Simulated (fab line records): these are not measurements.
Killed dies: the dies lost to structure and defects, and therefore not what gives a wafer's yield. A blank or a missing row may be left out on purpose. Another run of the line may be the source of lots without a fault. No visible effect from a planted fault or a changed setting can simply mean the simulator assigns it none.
Chamber matching || flow nand-harc || NHARC_A_STAIRCASE_TRIM_24 on rie-diel-06: 4 sister chambers
The step chemistry O2, time 211.2 s. 4 wafers are shown with their chamber, then 8 later ones without.

== WAFERS WITH THEIR CHAMBER ==
{"wafer": "L595.6", "chamber": 1, "showerhead-plenum-p-Torr (Torr)": 3.51}
{"wafer": "L596.2", "chamber": 2, "showerhead-plenum-p-Torr (Torr)": 3.59}
{"wafer": "L596.3", "chamber": 0, "showerhead-plenum-p-Torr (Torr)": 3.36}
{"wafer": "L596.5", "chamber": 3, "showerhead-plenum-p-Torr (Torr)": 3.60}

== WAFERS WITH NO CHAMBER GIVEN ==
{"wafer": "L598.1", "showerhead-plenum-p-Torr (Torr)": 3.36}
{"wafer": "L598.2", "showerhead-plenum-p-Torr (Torr)": 3.60}
{"wafer": "L598.6", "showerhead-plenum-p-Torr (Torr)": 3.59}
{"wafer": "L601.5", "showerhead-plenum-p-Torr (Torr)": 3.59}
{"wafer": "L602.1", "showerhead-plenum-p-Torr (Torr)": 3.59}
{"wafer": "L602.6", "showerhead-plenum-p-Torr (Torr)": 3.59}
{"wafer": "L604.1", "showerhead-plenum-p-Torr (Torr)": 3.35}
{"wafer": "L604.6", "showerhead-plenum-p-Torr (Torr)": 3.35}

== EACH ONE'S CHAMBER ==
{"wafer": "L598.1", "from the rows above": 0, "in truth": 0}
{"wafer": "L598.2", "from the rows above": 3, "in truth": 3}
{"wafer": "L598.6", "from the rows above": 2, "in truth": 2}
{"wafer": "L601.5", "from the rows above": 2, "in truth": 2}
{"wafer": "L602.1", "from the rows above": 2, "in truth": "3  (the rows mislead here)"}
{"wafer": "L602.6", "from the rows above": 2, "in truth": 2}
{"wafer": "L604.1", "from the rows above": 0, "in truth": 0}
{"wafer": "L604.6", "from the rows above": 0, "in truth": 0}
Placed correctly: 7 of 8. From these rows, 0 cannot be placed. Number placed wrongly: 1.
How it was worked out, from the rows above alone: a wafer's distance from a chamber is the root of the sum, over the readings, of the square of ((its reading less the chamber's mean) divided by the reading's scatter). If the next closest chamber is less than 2 further off than the closest, the wafer can't be placed; otherwise it belongs to the closest. For every chamber, the mean is computed from those of its wafers that are shown. The scatter: with one shown wafer a chamber, the root of the mean of the squares of how far each hidden wafer lies from its nearest shown one.
